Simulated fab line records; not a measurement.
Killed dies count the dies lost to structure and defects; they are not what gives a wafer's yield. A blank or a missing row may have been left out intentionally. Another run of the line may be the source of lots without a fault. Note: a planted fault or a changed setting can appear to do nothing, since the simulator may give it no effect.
Matching of chambers -- flow n5-finfet -- 3 sister chambers for N5_FIN_SAQP_HM_DEP_72 on pecvd-03
The step deposits SiO2 from SiH4/N2O, target thk 12 nm, time 7.2 s. 18 wafers are shown with their chamber, then 9 later ones without.

WAFERS, EACH WITH ITS CHAMBER
wafer,chamber,showerhead-plenum-p-Torr (Torr),heater-power-w (W)
L076.2,2,8.03,599
L076.3,2,8.02,616
L076.5,0,8.15,885
L080.2,2,8.04,613
L080.3,0,8.17,782
L080.5,0,8.17,810
L082.1,2,8.03,572
L082.2,0,8.17,770
L082.3,2,8.02,564
L083.4,1,8.38,894
L083.5,0,8.15,847
L083.6,2,8.02,564
L086.2,0,8.19,820
L086.4,0,8.18,820
L086.5,0,8.17,830
L089.3,0,8.18,857
L089.4,0,8.18,807
L089.5,2,8.03,623

SIGNATURES (averages over the wafers above)
reading,chamber 0,chamber 1,chamber 2,scatter within a chamber
showerhead-plenum-p-Torr,8.1710,8.3800,8.0271,0.0111
heater-power-w,822.80,894.00,593.00,31.1
Rule: for each reading, subtract the chamber's mean from the wafer's reading, divide by that reading's scatter and square the result; add these up over the readings and take the root, which gives the wafer's distance from the chamber. The wafer belongs to the nearest chamber; if the next one is less than 2 further off, it can't be placed. How the scatter is found: for the shown wafers, subtract from each reading the mean of its chamber, square and add these, divide the total by (wafers less chambers), then take the root.

WAFERS MISSING THEIR CHAMBER
wafer,showerhead-plenum-p-Torr (Torr),heater-power-w (W)
L090.3,8.17,883
L090.4,8.18,883
L090.6,8.03,602
L092.1,8.38,878
L092.4,8.40,869
L092.6,8.01,621
L097.1,8.40,861
L097.2,8.20,890
L097.4,8.01,618

WHICH CHAMBER EACH WENT THROUGH
wafer,from the rows above,in truth
L090.3,0,0
L090.4,0,0
L090.6,2,2
L092.1,1,1
L092.4,1,1
L092.6,2,2
L097.1,1,1
L097.2,0,0
L097.4,2,2
Correct placement for 9 of the 9. Not placeable from these rows: 0. Placed wrongly: 0.
